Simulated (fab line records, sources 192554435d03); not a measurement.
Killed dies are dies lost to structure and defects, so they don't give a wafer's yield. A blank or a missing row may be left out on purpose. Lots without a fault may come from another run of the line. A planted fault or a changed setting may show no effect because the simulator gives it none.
fab line records | flow n5_finfet
record lots=24 wafers=72 last_day=18
route steps=1938 shown HKMG_FIN@413
lots that met no fault: from a run of the same line without faults
start_h: hours from the record's first day to the start of the lot's first wafer shown | wait_h: hours since the lot's step before | " the same as in the row above | L1.1+2: a row that stands for several wafers | - no value, or no start given | * or withheld: withheld | < > ~ a bound
route shown NAME@n: a module of which the file shows steps, and the number in the route of the first | usual: mean/standard deviation of fault-free wafers | same: alike in all rows | chamber/n: place in a boat | sites: the reading at each site | _std_site: their standard deviation | _edge_site: outer sites' mean less inner sites' | radius_mm: how far each site lies from the wafer's centre | mask NAME#n: copy n | behind: the tool/chamber that last shaped the wafer | hold: why the lot was held/for how many hours/how that ended | device: the transistor (n, p or np) that didn't switch | end of line: the same wafers' tests at the end of the route | a step without rows: its recipe alone | killed: dies lost to structure and defects at the first sort, not the wafer's yield | map: a wafer's dies, x killed, . not, _ none there
set.NAME: the setting as run; set.NAME@STEP: as run at that earlier step | model.NAME: the simulator's own value behind a step, which no gauge read
steps of the route over a sample of lots; a table a step, a row a wafer
services: from which hour (start_h, from the record's first day; less than 0 if before it) a tool's chamber was out of use, for how many hours, and why
## steps
# step N5_HKMG_FIN_CVD_62
# recipe material=a-Si target_thk_a=30 temp_c=500 precursor=Si2H6 pressure_torr=1 time_s=20.8
# usual heater_power_w=1457/190
# columns lot.wafer tool chamber start_h wait_h heater_power_w
L074.1 thermal_cvd_si-02 0 77.92 0.2 1163
L074.4 " 0 " " 1159
L074.6 " 1 " " 1411
L075.3 thermal_cvd_si-01 0 83.01 0.2 1343
L075.4 " 1 " " 1694
L075.5 " 0 " " 1354
L076.3 thermal_cvd_si-02 2 85.09 0.2 1505
L076.4 " 1 " " 1424
L076.6 " 0 " " 1161
L077.3 thermal_cvd_si-01 1 92.70 0.2 1757
L077.4 " 2 " " 1581
L077.6 " 0 " " 1348
L078.2 thermal_cvd_si-02 1 100.77 0.2 1413
L078.4 " 2 " " 1512
L078.6 " 0 " " 1161
L079.1 thermal_cvd_si-01 1 103.03 0.2 1747
L079.2 " 0 " " 1394
L079.4 " 2 " " 1588
L080.1 thermal_cvd_si-02 1 108.75 0.2 1409
L080.3 " 0 " " 1150
L080.6 " 0 " " 1146
L081.2 thermal_cvd_si-01 1 114.69 0.2 1764
L081.4 " 0 " " 1392
L081.6 " 1 " " 1763
L083.1 thermal_cvd_si-02 1 126.84 0.2 1409
L083.4 " 0 " " 1168
L083.5 " 0 " " 1164
L082.1 thermal_cvd_si-01 2 127.12 0.2 1603
L082.2 " 0 " " 1368
L082.6 " 2 " " 1570
L084.3 thermal_cvd_si-02 0 135.63 0.2 1159
L084.5 " 0 " " 1179
L084.6 " 1 " " 1443
L085.2 thermal_cvd_si-01 0 139.50 0.2 1388
L085.4 " 2 " " 1597
L085.5 " 1 " " 1750
L086.1 thermal_cvd_si-02 1 145.55 0.2 1434
L086.3 " 2 " " 1507
L086.5 " 1 " " 1438
L087.3 thermal_cvd_si-01 2 154.37 0.2 1592
L087.4 " 0 " " 1393
L087.6 " 2 " " 1589
L088.2 thermal_cvd_si-02 0 165.18 0.2 1158
L088.5 " 0 " " 1172
L088.6 " 2 " " 1490
L089.4 thermal_cvd_si-01 0 166.19 0.2 1430
L089.5 " 1 " " 1777
L089.6 " 2 " " 1555
L090.1 thermal_cvd_si-02 0 172.13 0.2 1171
L090.3 " 1 " " 1444
L090.5 " 0 " " 1170
L091.1 thermal_cvd_si-01 1 179.28 0.2 1714
L091.2 " 0 " " 1391
L091.3 " 2 " " 1589
L092.3 thermal_cvd_si-02 0 182.30 0.2 1166
L092.5 " 0 " " 1173
L092.6 " 1 " " 1426
L093.2 thermal_cvd_si-01 2 189.35 0.2 1584
L093.5 " 2 " " 1576
L093.6 " 1 " " 1757
L094.1 thermal_cvd_si-02 2 194.64 0.2 1523
L094.4 " 2 " " 1521
L094.6 " 0 " " 1158
L095.1 thermal_cvd_si-01 1 207.32 0.2 1785
L095.3 " 2 " " 1602
L095.4 " 0 " " 1422
L096.2 thermal_cvd_si-02 1 208.94 0.2 1435
L096.4 " 0 " " 1127
L096.6 " 2 " " 1526
L097.1 thermal_cvd_si-01 1 215.18 0.2 1788
L097.5 " 0 " " 1369
L097.6 " 1 " " 1782
# step N5_HKMG_FIN_THK_MEAS_70
# recipe thk_meas_gauge=xrf reads=HfO2_of_HKMG_FIN_HK_ALD_01
# usual HK_THK=1.613/0.018
# columns lot.wafer tool chamber start_h wait_h HK_THK[nm]
L074.1 film_metro-02 - 78.79 0.2 1.615
L074.4 " - " " 1.645
L074.6 " - " " 1.621
L075.3 film_metro-02 - 83.70 0.2 1.641
L075.4 " - " " 1.639
L075.5 " - " " 1.654
L076.3 film_metro-01 - 85.77 0.2 1.587
L076.4 " - " " 1.596
L076.6 " - " " 1.591
L077.3 film_metro-02 - 93.38 0.2 1.574
L077.4 " - " " 1.632
L077.6 " - " " 1.577
L078.2 film_metro-02 - 101.45 0.2 1.601
L078.4 " - " " 1.663
L078.6 " - " " 1.615
L079.1 film_metro-01 - 103.70 0.2 1.599
L079.2 " - " " 1.631
L079.4 " - " " 1.633
L080.1 film_metro-02 - 109.43 0.2 1.602
L080.3 " - " " 1.632
L080.6 " - " " 1.618
L081.2 film_metro-02 - 115.37 0.2 1.613
L081.4 " - " " 1.616
L081.6 " - " " 1.621
L083.1 film_metro-01 - 127.57 0.2 1.607
L083.4 " - " " 1.611
L083.5 " - " " 1.617
L082.1 film_metro-01 - 127.81 0.2 1.605
L082.2 " - " " 1.606
L082.6 " - " " 1.606
L084.3 film_metro-01 - 136.31 0.2 1.603
L084.5 " - " " 1.595
L084.6 " - " " 1.585
L085.2 film_metro-01 - 140.20 0.2 1.604
L085.4 " - " " 1.607
L085.5 " - " " 1.594
L086.1 film_metro-01 - 146.24 0.2 1.618
L086.3 " - " " 1.625
L086.5 " - " " 1.616
L087.3 film_metro-02 - 155.05 0.2 1.586
L087.4 " - " " 1.630
L087.6 " - " " 1.605
L088.2 film_metro-01 - 165.87 0.2 1.606
L088.5 " - " " 1.611
L088.6 " - " " 1.634
L089.4 film_metro-01 - 166.92 0.2 1.626
L089.5 " - " " 1.624
L089.6 " - " " 1.615
L090.1 film_metro-02 - 172.93 0.2 1.641
L090.3 " - " " 1.606
L090.5 " - " " 1.622
L091.1 film_metro-01 - 179.96 0.2 1.629
L091.2 " - " " 1.624
L091.3 " - " " 1.607
L092.3 film_metro-01 - 183.15 0.2 1.635
L092.5 " - " " 1.622
L092.6 " - " " 1.594
L093.2 film_metro-01 - 190.04 0.2 1.623
L093.5 " - " " 1.613
L093.6 " - " " 1.607
L094.1 film_metro-01 - 195.31 0.2 1.628
L094.4 " - " " 1.611
L094.6 " - " " 1.633
L095.1 film_metro-02 - 208.08 0.2 1.587
L095.3 " - " " 1.623
L095.4 " - " " 1.606
L096.2 film_metro-02 - 209.68 0.2 1.586
L096.4 " - " " 1.589
L096.6 " - " " 1.614
L097.1 film_metro-02 - 215.85 0.2 1.569
L097.5 " - " " 1.589
L097.6 " - " " 1.632
# step N5_HKMG_FIN_INSPECT_14
# recipe mode=adi inspect_instrument=macro
# usual raw_defect_count=2.0/1.4
# columns lot.wafer tool chamber start_h wait_h raw_defect_count
L074.1 defect_inspect-02 - 79.59 0.0 1
L074.4 " - " " 2
L074.6 " - " " 3
L075.3 defect_inspect-01 - 84.50 0.0 3
L075.4 " - " " 4
L075.5 " - " " 0
L076.3 defect_inspect-02 - 86.70 0.0 3
L076.4 " - " " 1
L076.6 " - " " 2
L077.3 defect_inspect-02 - 94.31 0.0 1
L077.4 " - " " 1
L077.6 " - " " 1
L078.2 defect_inspect-02 - 102.38 0.0 0
L078.4 " - " " 1
L078.6 " - " " 2
L079.1 defect_inspect-01 - 104.51 0.0 1
L079.2 " - " " 1
L079.4 " - " " 1
L080.1 defect_inspect-02 - 110.36 0.0 2
L080.3 " - " " 1
L080.6 " - " " 2
L081.2 defect_inspect-01 - 116.59 0.3 1
L081.4 " - " " 3
L081.6 " - " " 1
L083.1 defect_inspect-01 - 128.49 0.0 1
L083.4 " - " " 4
L083.5 " - " " 1
L082.1 defect_inspect-01 - 128.74 0.0 5
L082.2 " - " " 1
L082.6 " - " " 2
L084.3 defect_inspect-02 - 137.11 0.0 0
L084.5 " - " " 0
L084.6 " - " " 1
L085.2 defect_inspect-02 - 141.13 0.0 3
L085.4 " - " " 3
L085.5 " - " " 4
L086.1 defect_inspect-01 - 147.17 0.0 2
L086.3 " - " " 4
L086.5 " - " " 2
L087.3 defect_inspect-02 - 155.87 0.0 2
L087.4 " - " " 1
L087.6 " - " " 1
L088.2 defect_inspect-02 - 166.79 0.0 1
L088.5 " - " " 1
L088.6 " - " " 2
L089.4 defect_inspect-02 - 167.85 0.0 2
L089.5 " - " " 1
L089.6 " - " " 1
L090.1 defect_inspect-01 - 173.73 0.0 5
L090.3 " - " " 3
L090.5 " - " " 2
L091.1 defect_inspect-01 - 180.76 0.0 1
L091.2 " - " " 1
L091.3 " - " " 4
L092.3 defect_inspect-02 - 184.11 0.0 2
L092.5 " - " " 0
L092.6 " - " " 1
L093.2 defect_inspect-02 - 190.96 0.0 4
L093.5 " - " " 4
L093.6 " - " " 0
L094.1 defect_inspect-02 - 196.24 0.0 3
L094.4 " - " " 1
L094.6 " - " " 6
L095.1 defect_inspect-02 - 209.01 0.0 1
L095.3 " - " " 4
L095.4 " - " " 2
L096.2 defect_inspect-01 - 210.48 0.0 1
L096.4 " - " " 3
L096.6 " - " " 4
L097.1 defect_inspect-01 - 216.79 0.0 0
L097.5 " - " " 2
L097.6 " - " " 1
# step N5_HKMG_FIN_ETCH_31
# recipe chemistry=CF4 target=SiARC target_depth_a=455 mask_material=CAR-ArF time_s=75.8 ion_energy_ev=80 pressure_mtorr=40 source_w=545 bias_w=36 Ar_flow_sccm=100 cf4_flow_sccm=100 ends=cleared
# usual drypump_motor_current_A=6.0/0.55 etch_rf_on_time_s=76.7/2 oes_product_au=0.66/0.047 rf_fwd_power_W=539.7/2.3 rf_vpp_V=184.2/1.1 showerhead_plenum_p_Torr=2.15/0.063 throttle_valve_pct=15.60/0.25
# columns lot.wafer tool chamber start_h wait_h drypump_motor_current_A etch_rf_on_time_s oes_product_au rf_fwd_power_W rf_hours_counter_h rf_vpp_V showerhead_plenum_p_Torr throttle_valve_pct
L074.1 rie_diel-02 2 79.85 0.0 6.1 78.5 0.69 539.6 72 184.1 2.17 15.51
L074.4 " 3 " " 5.7 74.5 0.65 535.8 167 184.4 2.14 15.74
L074.6 " 0 " " 5.7 75.2 0.70 542.3 - 184.9 2.15 15.58
L075.3 rie_diel-02 0 84.57 0.0 5.7 75.3 0.70 542.5 112 184.5 2.15 15.59
L075.4 " 1 " " 6.7 75.7 0.74 537.7 43 186.1 2.27 15.27
L075.5 " 0 " " 5.7 75.1 0.71 539.9 - 183.2 2.15 15.60
L076.3 rie_diel-02 2 86.77 0.0 6.1 77.5 0.69 537.1 75 185.4 2.17 15.52
L076.4 " 3 " " 5.7 74.4 0.64 538.4 169 184.0 2.14 15.75
L076.6 " 2 " " 6.1 77.3 0.70 538.1 - 183.3 2.17 15.51
L077.3 rie_diel-05 3 94.37 0.0 5.4 77.6 0.75 537.1 23 185.4 2.10 15.35
L077.4 " 0 " " 6.4 71.8 0.74 539.7 75 183.3 2.18 15.58
L077.6 " 1 " " 6.7 78.7 0.68 540.7 - 184.2 2.17 15.20
L078.2 rie_diel-02 3 102.46 0.0 5.7 74.7 0.63 541.7 174 184.2 2.14 15.77
L078.4 " 1 " " 6.7 76.0 0.73 540.1 47 185.0 2.27 15.29
L078.6 " 1 " " 6.7 75.4 0.73 537.2 - 183.8 2.27 15.29
L079.1 rie_diel-06 0 104.90 0.0 5.7 78.2 0.60 540.8 197 184.0 2.03 15.84
L079.2 " 1 " " 5.5 77.9 0.62 542.0 159 183.3 2.05 15.94
L079.4 " 2 " " 4.9 80.4 0.59 541.7 184 185.2 2.22 15.98
L080.1 rie_diel-05 0 110.92 0.0 6.4 72.6 0.73 540.5 81 183.3 2.17 15.59
L080.3 " 1 " " 6.7 77.4 0.68 542.5 91 183.7 2.16 15.24
L080.6 " 0 " " 6.4 72.2 0.73 540.0 - 183.6 2.17 15.60
L081.2 rie_diel-06 1 116.96 0.0 5.5 77.7 0.62 539.1 164 182.0 2.05 15.96
L081.4 " 2 " " 4.9 79.5 0.59 542.4 188 185.7 2.21 16.02
L081.6 " 3 " " 5.0 77.6 0.63 538.0 - 182.4 2.06 15.27
L083.1 rie_diel-05 3 128.56 0.0 5.4 77.3 0.74 535.7 34 183.7 2.09 15.37
L083.4 " 2 " " 6.3 77.2 0.62 536.9 183 185.6 2.14 15.94
L083.5 " 1 " " 6.7 78.4 0.67 540.3 - 183.7 2.16 15.22
L082.1 rie_diel-02 0 128.82 0.0 5.7 74.6 0.69 540.7 128 185.3 2.14 15.62
L082.2 " 1 " " 6.7 75.5 0.72 537.2 58 185.1 2.27 15.31
L082.6 " 3 " " 5.7 74.1 0.63 540.2 - 184.6 2.14 15.79
L084.3 rie_diel-06 0 137.18 0.0 5.8 78.0 0.60 544.4 207 182.6 2.03 15.87
L084.5 " 0 " " 5.8 78.2 0.60 544.7 - 183.2 2.03 15.87
L084.6 " 1 " " 5.5 78.4 0.61 543.5 - 184.3 2.05 15.97
L085.2 rie_diel-06 1 141.67 0.0 5.5 77.9 0.61 543.1 172 182.6 2.05 15.97
L085.4 " 2 " " 4.9 79.9 0.58 540.2 - 186.4 2.21 16.02
L085.5 " 1 " " 5.5 77.8 0.62 543.6 - 183.6 2.05 15.96
L086.1 rie_diel-02 1 147.24 0.0 6.8 76.0 0.71 537.0 66 185.4 2.26 15.33
L086.3 " 2 " " 6.1 78.6 0.67 540.5 97 183.9 2.16 15.56
L086.5 " 1 " " 6.7 75.5 0.71 538.0 - 184.4 2.26 15.33
L087.3 rie_diel-02 0 157.22 0.0 5.7 75.5 0.67 540.2 139 185.7 2.14 15.66
L087.4 " 1 " " 6.7 75.3 0.71 537.2 70 183.8 2.26 15.33
L087.6 " 3 " " 5.7 74.3 0.63 538.7 - 184.2 2.14 15.80
L088.2 rie_diel-02 2 166.86 0.0 6.1 78.2 0.66 537.9 106 184.3 2.15 15.59
L088.5 " 1 " " 6.7 75.5 0.71 539.7 - 185.6 2.26 15.34
L088.6 " 2 " " 6.1 78.2 0.67 538.0 - 185.7 2.15 15.58
L089.4 rie_diel-06 2 168.01 0.0 4.9 80.2 0.57 543.3 209 184.0 2.21 16.04
L089.5 " 3 " " 5.0 77.7 0.62 539.3 - 183.8 2.05 15.29
L089.6 " 0 " " 5.8 77.6 0.60 543.9 - 183.5 2.03 15.89
L090.1 rie_diel-05 2 173.80 0.0 6.3 77.1 0.61 532.4 196 184.8 2.14 15.98
L090.3 " 1 " " 6.7 78.4 0.66 538.6 110 184.8 2.16 15.28
L090.5 " 1 " " 6.6 78.3 0.66 538.8 - 184.2 2.16 15.26
L091.1 rie_diel-05 3 180.83 0.0 5.5 78.0 0.72 536.1 49 183.9 2.09 15.39
L091.2 " 2 " " 6.3 76.6 0.61 536.1 197 183.4 2.14 15.96
L091.3 " 0 " " 6.4 73.1 0.71 540.8 96 184.1 2.17 15.61
L092.3 rie_diel-05 1 184.50 0.0 6.7 79.2 0.65 540.4 115 183.4 2.16 15.27
L092.5 " 0 " " 6.4 73.3 0.71 540.7 - 183.6 2.17 15.61
L092.6 " 3 " " 5.4 78.9 0.71 537.0 - 183.7 2.09 15.41
L093.2 rie_diel-02 1 191.03 0.0 6.7 75.6 0.70 538.3 83 185.3 2.26 15.36
L093.5 " 1 " " 6.7 76.5 0.70 541.6 - 185.3 2.26 15.35
L093.6 " 2 " " 6.1 78.5 0.65 538.6 - 184.7 2.15 15.59
L094.1 rie_diel-02 0 196.62 0.0 5.7 76.1 0.66 542.1 154 184.3 2.14 15.68
L094.4 " 2 " " 6.1 79.6 0.64 539.8 116 182.8 2.15 15.59
L094.6 " 1 " " 6.7 76.1 0.69 539.7 - 184.5 2.26 15.36
L095.1 rie_diel-02 3 209.08 0.0 5.7 74.1 0.62 540.2 213 183.9 2.13 15.85
L095.3 " 1 " " 6.7 74.7 0.69 537.8 89 186.3 2.26 15.38
L095.4 " 2 " " 6.1 77.6 0.65 536.7 121 183.4 2.15 15.60
L096.2 rie_diel-05 2 210.55 0.0 6.2 77.8 0.60 536.5 207 183.5 2.14 15.98
L096.4 " 3 " " 5.5 77.7 0.71 537.7 59 182.4 2.09 15.42
L096.6 " 0 " " 6.4 73.2 0.70 540.7 - 184.3 2.17 15.62
L097.1 rie_diel-02 2 216.85 0.0 6.1 78.1 0.65 539.0 123 184.0 2.15 15.63
L097.5 " 3 " " 5.7 74.6 0.61 542.1 - 185.5 2.13 15.87
L097.6 " 0 " " 5.7 74.7 0.66 541.1 - 182.9 2.13 15.71
# step N5_HKMG_FIN_STRIP_89
# recipe chemistry=N2/H2 material=SOC time_s=20 power_w=500 temp_c=40 pressure_mtorr=50 rf_frequency_hz=6e+07 bias_power_w=8 h2_frac=0.5 n2_flow_sccm=300 h2_flow_sccm=300
# usual drypump_motor_current_A=5.9/0.58 h2_flow_sccm=300.1/0.86 oes_product_au=0.76/0.062 rf_fwd_power_W=497.2/1.7 rf_vpp_V=54.2/0.8 showerhead_plenum_p_Torr=3.35/0.094 throttle_valve_pct=19.0/0.44
# columns lot.wafer tool chamber start_h wait_h drypump_motor_current_A h2_flow_sccm oes_product_au rf_fwd_power_W rf_hours_counter_h rf_vpp_V showerhead_plenum_p_Torr throttle_valve_pct
L074.1 rie_diel-05 0 81.36 0.0 6.5 301.3 0.86 498.3 71 54.9 3.40 18.8
L074.4 " 3 " " 5.4 299.9 0.89 495.4 19 54.1 3.30 18.9
L074.6 " 3 " " 5.5 300.4 0.89 496.3 - 53.9 3.30 18.9
L075.3 rie_diel-05 3 85.95 0.0 5.5 299.9 0.89 497.2 21 53.6 3.30 18.9
L075.4 " 2 " " 6.3 301.1 0.74 496.9 169 53.1 3.36 19.8
L075.5 " 2 " " 6.3 300.1 0.74 495.5 - 53.5 3.36 19.8
L076.3 rie_diel-02 3 88.11 0.0 5.7 300.5 0.76 494.9 170 54.5 3.32 18.9
L076.4 " 1 " " 6.7 299.3 0.87 496.8 45 54.5 3.54 18.1
L076.6 " 3 " " 5.7 300.9 0.75 497.0 - 55.3 3.32 18.9
L077.3 rie_diel-05 1 95.72 0.0 6.6 300.0 0.79 497.0 85 55.7 3.39 18.7
L077.4 " 0 " " 6.4 301.4 0.85 499.3 76 53.6 3.40 18.8
L077.6 " 0 " " 6.4 299.9 0.85 499.1 - 54.9 3.40 18.8
L078.2 rie_diel-02 0 103.87 0.0 5.7 300.3 0.81 499.8 119 54.5 3.36 18.6
L078.4 " 1 " " 6.8 300.9 0.86 496.5 49 56.2 3.54 18.1
L078.6 " 2 " " 6.1 299.8 0.80 496.4 - 54.2 3.41 19.0
L079.1 rie_diel-06 3 106.39 0.0 5.0 300.6 0.72 499.2 156 53.6 3.24 18.6
L079.2 " 2 " " 4.9 299.7 0.69 496.2 184 55.6 3.47 19.2
L079.4 " 0 " " 5.8 300.4 0.71 500.0 198 55.2 3.19 19.4
L080.1 rie_diel-05 0 112.26 0.0 6.4 299.8 0.85 497.7 82 54.0 3.39 18.8
L080.3 " 3 " " 5.5 299.8 0.87 496.1 28 53.3 3.29 18.9
L080.6 " 1 " " 6.7 300.1 0.78 498.8 - 54.9 3.38 18.7
L081.2 rie_diel-02 2 118.30 0.0 6.1 300.2 0.79 497.7 87 54.8 3.40 19.0
L081.4 " 0 " " 5.7 299.6 0.81 497.2 124 53.7 3.36 18.6
L081.6 " 2 " " 6.1 300.1 0.79 497.7 - 54.8 3.40 19.0
L083.1 rie_diel-05 2 130.06 0.0 6.3 300.4 0.71 498.2 184 54.1 3.36 19.8
L083.4 " 3 " " 5.5 299.6 0.86 497.5 35 53.6 3.29 19.0
L083.5 " 1 " " 6.7 299.5 0.77 497.4 - 54.6 3.38 18.7
L082.1 rie_diel-05 3 130.19 0.0 5.5 299.1 0.87 496.8 35 54.5 3.29 18.9
L082.2 " 0 " " 6.4 301.6 0.84 498.8 89 54.2 3.39 18.8
L082.6 " 0 " " 6.5 302.2 0.83 497.9 - 54.8 3.39 18.8
L084.3 rie_diel-06 0 138.55 0.0 5.8 300.9 0.69 497.9 208 52.9 3.19 19.4
L084.5 " 2 " " 4.9 302.5 0.68 497.4 - 53.9 3.47 19.2
L084.6 " 3 " " 5.0 300.5 0.72 495.5 - 53.8 3.23 18.6
L085.2 rie_diel-06 3 143.07 0.0 5.0 300.6 0.72 495.7 169 54.4 3.23 18.6
L085.4 " 2 " " 4.9 301.2 0.67 494.3 - 55.0 3.47 19.3
L085.5 " 3 " " 5.1 300.3 0.72 494.2 - 51.6 3.23 18.6
L086.1 rie_diel-02 1 148.87 0.0 6.7 299.2 0.85 496.0 67 53.9 3.53 18.1
L086.3 " 0 " " 5.7 299.4 0.79 497.7 135 54.5 3.35 18.6
L086.5 " 3 " " 5.7 299.7 0.74 497.3 - 54.9 3.31 19.0
L087.3 rie_diel-06 2 158.59 0.0 4.9 300.3 0.67 497.3 205 54.8 3.46 19.3
L087.4 " 1 " " 5.5 300.0 0.70 498.7 182 53.2 3.21 19.5
L087.6 " 3 " " 5.0 298.6 0.72 499.7 - 54.4 3.23 18.6
L088.2 rie_diel-05 2 168.21 0.0 6.2 300.6 0.72 494.7 194 53.6 3.35 19.8
L088.5 " 3 " " 5.5 300.7 0.85 498.0 - 54.2 3.29 18.9
L088.6 " 1 " " 6.7 299.3 0.77 495.7 - 55.0 3.37 18.7
L089.4 rie_diel-02 0 169.41 0.0 5.7 298.7 0.78 498.5 145 54.9 3.35 18.6
L089.5 " 0 " " 5.7 298.9 0.79 496.5 - 53.0 3.35 18.6
L089.6 " 3 " " 5.7 299.8 0.72 495.3 - 52.8 3.31 19.0
L090.1 rie_diel-05 2 175.18 0.0 6.3 299.9 0.72 495.5 197 54.1 3.35 19.8
L090.3 " 1 " " 6.6 299.4 0.76 498.2 111 54.3 3.37 18.7
L090.5 " 2 " " 6.3 300.4 0.72 496.0 - 54.9 3.35 19.8
L091.1 rie_diel-02 2 182.20 0.0 6.1 300.6 0.76 498.7 111 55.6 3.39 19.0
L091.2 " 3 " " 5.8 301.4 0.71 497.5 204 54.1 3.31 19.0
L091.3 " 1 " " 6.7 300.1 0.82 499.7 80 53.6 3.52 18.1
L092.3 rie_diel-06 0 185.85 0.0 5.8 299.6 0.69 499.4 219 53.6 3.18 19.4
L092.5 " 0 " " 5.8 299.9 0.70 498.0 - 54.0 3.18 19.4
L092.6 " 1 " " 5.5 298.9 0.69 498.3 - 54.2 3.20 19.5
L093.2 rie_diel-05 3 192.38 0.0 5.4 299.9 0.83 498.0 53 53.8 3.28 19.0
L093.5 " 0 " " 6.4 300.5 0.83 498.4 - 54.5 3.38 18.8
L093.6 " 1 " " 6.6 301.0 0.76 499.1 - 53.9 3.37 18.7
L094.1 rie_diel-06 0 197.99 0.0 5.8 299.3 0.69 496.5 222 53.4 3.18 19.4
L094.4 " 3 " " 5.1 301.0 0.71 496.7 186 54.5 3.22 18.7
L094.6 " 0 " " 5.8 299.5 0.69 498.6 - 54.0 3.18 19.4
L095.1 rie_diel-06 2 210.43 0.0 4.9 300.9 0.67 497.3 221 54.1 3.45 19.3
L095.3 " 3 " " 5.0 299.1 0.71 496.8 188 53.0 3.22 18.7
L095.4 " 1 " " 5.5 298.4 0.70 495.7 199 53.4 3.20 19.5
L096.2 rie_diel-02 1 211.90 0.0 6.8 300.0 0.81 495.8 90 54.7 3.52 18.2
L096.4 " 3 " " 5.7 299.3 0.72 499.9 214 53.5 3.30 19.0
L096.6 " 1 " " 6.7 299.9 0.82 498.1 - 55.6 3.52 18.2
L097.1 rie_diel-02 3 218.20 0.0 5.7 300.5 0.72 495.3 216 54.4 3.30 19.0
L097.5 " 3 " " 5.7 300.3 0.72 493.9 - 54.6 3.30 19.0
L097.6 " 2 " " 6.1 300.2 0.75 496.2 - 53.9 3.38 19.0
# step N5_HKMG_FIN_STRIP_88
# recipe chemistry=N2/H2 power_w=2500 temp_c=300 h2_frac=0.65 time_s=360 pressure_mtorr=withheld n2_flow_sccm=1750 h2_flow_sccm=3250
# usual drypump_motor_current_A=5.96/0.11 h2_flow_sccm=3248/9.9 heater_power_w=434/48
# columns lot.wafer tool chamber start_h wait_h drypump_motor_current_A h2_flow_sccm heater_power_w rf_hours_counter_h
L074.1 plasma_asher-01 1 81.56 0.0 5.88 3255 451 89
L074.4 " 1 " " 5.90 3227 458 -
L074.6 " 1 " " 5.87 3237 454 -
L075.3 plasma_asher-01 0 86.26 0.1 6.08 3263 487 -
L075.4 " 1 " " 5.90 3244 459 -
L075.5 " 1 " " 5.89 3246 459 -
L076.3 plasma_asher-01 0 88.42 0.1 6.06 3249 479 -
L076.4 " 1 " " 5.89 3243 463 -
L076.6 " 1 " " 5.87 3263 459 -
L077.3 plasma_asher-01 1 96.03 0.1 5.88 3248 462 -
L077.4 " 0 " " 6.08 3250 482 -
L077.6 " 1 " " 5.91 3263 455 -
L078.2 plasma_asher-01 1 104.06 0.0 5.91 3243 463 95
L078.4 " 1 " " 5.89 3251 461 -
L078.6 " 1 " " 5.93 3240 449 -
L079.1 plasma_asher-01 0 106.58 0.0 6.08 3276 484 96
L079.2 " 1 " " 5.87 3251 457 96
L079.4 " 1 " " 5.91 3239 471 -
L080.1 plasma_asher-01 1 112.45 0.0 5.90 3246 464 97
L080.3 " 1 " " 5.92 3249 455 -
L080.6 " 1 " " 5.91 3253 461 -
L081.2 plasma_asher-01 0 118.49 0.0 6.09 3254 465 99
L081.4 " 1 " " 5.89 3254 458 -
L081.6 " 1 " " 5.90 3237 447 -
L083.1 plasma_asher-02 1 130.25 0.0 5.78 3259 394 45
L083.4 " 0 " " 6.03 3248 350 -
L083.5 " 0 " " 6.02 3261 343 -
L082.1 plasma_asher-01 0 130.39 0.0 6.07 3240 470 101
L082.2 " 1 " " 5.89 3236 453 101
L082.6 " 1 " " 5.91 3241 466 -
L084.3 plasma_asher-02 1 138.86 0.1 5.78 3248 394 -
L084.5 " 0 " " 6.02 3232 358 -
L084.6 " 1 " " 5.78 3242 389 -
L085.2 plasma_asher-01 1 143.26 0.0 5.90 3235 443 104
L085.4 " 0 " " 6.11 3252 470 -
L085.5 " 1 " " 5.92 3245 466 -
L086.1 plasma_asher-02 1 149.06 0.0 5.78 3255 382 49
L086.3 " 0 " " 6.02 3247 349 -
L086.5 " 0 " " 6.03 3241 341 -
L087.3 plasma_asher-01 1 158.90 0.1 5.87 3250 464 -
L087.4 " 0 " " 6.09 3243 469 -
L087.6 " 1 " " 5.91 3256 445 -
L088.2 plasma_asher-02 1 168.40 0.0 5.80 3259 388 51
L088.5 " 0 " " 6.05 3257 350 -
L088.6 " 1 " " 5.79 3237 401 -
L089.4 plasma_asher-01 1 169.72 0.1 5.89 3256 463 -
L089.5 " 1 " " 5.89 3248 449 -
L089.6 " 0 " " 6.10 3233 473 -
L090.1 plasma_asher-02 0 175.37 0.0 6.03 3234 354 53
L090.3 " 1 " " 5.78 3228 405 -
L090.5 " 0 " " 6.02 3235 351 -
L091.1 plasma_asher-01 0 182.39 0.0 6.09 3254 489 112
L091.2 " 1 " " 5.90 3234 462 112
L091.3 " 1 " " 5.88 3239 452 -
L092.3 plasma_asher-01 0 186.16 0.1 6.10 3245 474 -
L092.5 " 1 " " 5.88 3249 459 -
L092.6 " 0 " " 6.10 3232 473 -
L093.2 plasma_asher-02 0 192.57 0.0 6.06 3259 344 56
L093.5 " 1 " " 5.77 3257 389 -
L093.6 " 0 " " 6.04 3261 342 -
L094.1 plasma_asher-01 0 198.18 0.0 6.05 3262 461 115
L094.4 " 1 " " 5.88 3251 462 -
L094.6 " 1 " " 5.83 3243 473 -
L095.1 plasma_asher-01 0 210.62 0.0 6.06 3263 460 118
L095.3 " 1 " " 5.90 3250 451 -
L095.4 " 0 " " 6.09 3243 464 -
L096.2 plasma_asher-02 0 212.09 0.0 6.01 3240 340 58
L096.4 " 1 " " 5.80 3251 390 -
L096.6 " 0 " " 6.05 3253 352 -
L097.1 plasma_asher-02 1 218.39 0.0 5.78 3252 380 60
L097.5 " 0 " " 6.02 3263 346 -
L097.6 " 1 " " 5.78 3255 397 -
## services
# columns tool chamber start_h hours kind
plasma_asher-02 - 66.22 9.0 repair
thermal_cvd_si-01 1 93.33 2.7 repair
rie_diel-02 1 96.54 4.5 repair
rie_diel-05 3 102.56 2.6 repair
plasma_asher-02 - 104.06 2.8 pm
thermal_cvd_si-01 - 106.84 1.3 repair
thermal_cvd_si-02 2 109.48 28.1 repair
thermal_cvd_si-02 - 119.28 1.2 repair
thermal_cvd_si-01 - 120.52 2.8 pm
rie_diel-06 2 122.85 3.9 repair
thermal_cvd_si-02 - 130.88 0.7 repair
rie_diel-06 0 138.95 18.3 repair
rie_diel-05 - 146.10 14.6 pm
thermal_cvd_si-01 1 150.39 12.7 repair
rie_diel-05 0 161.45 14.5 repair
rie_diel-05 2 176.47 4.3 repair
rie_diel-02 - 212.23 1.0 repair
## key
fault none
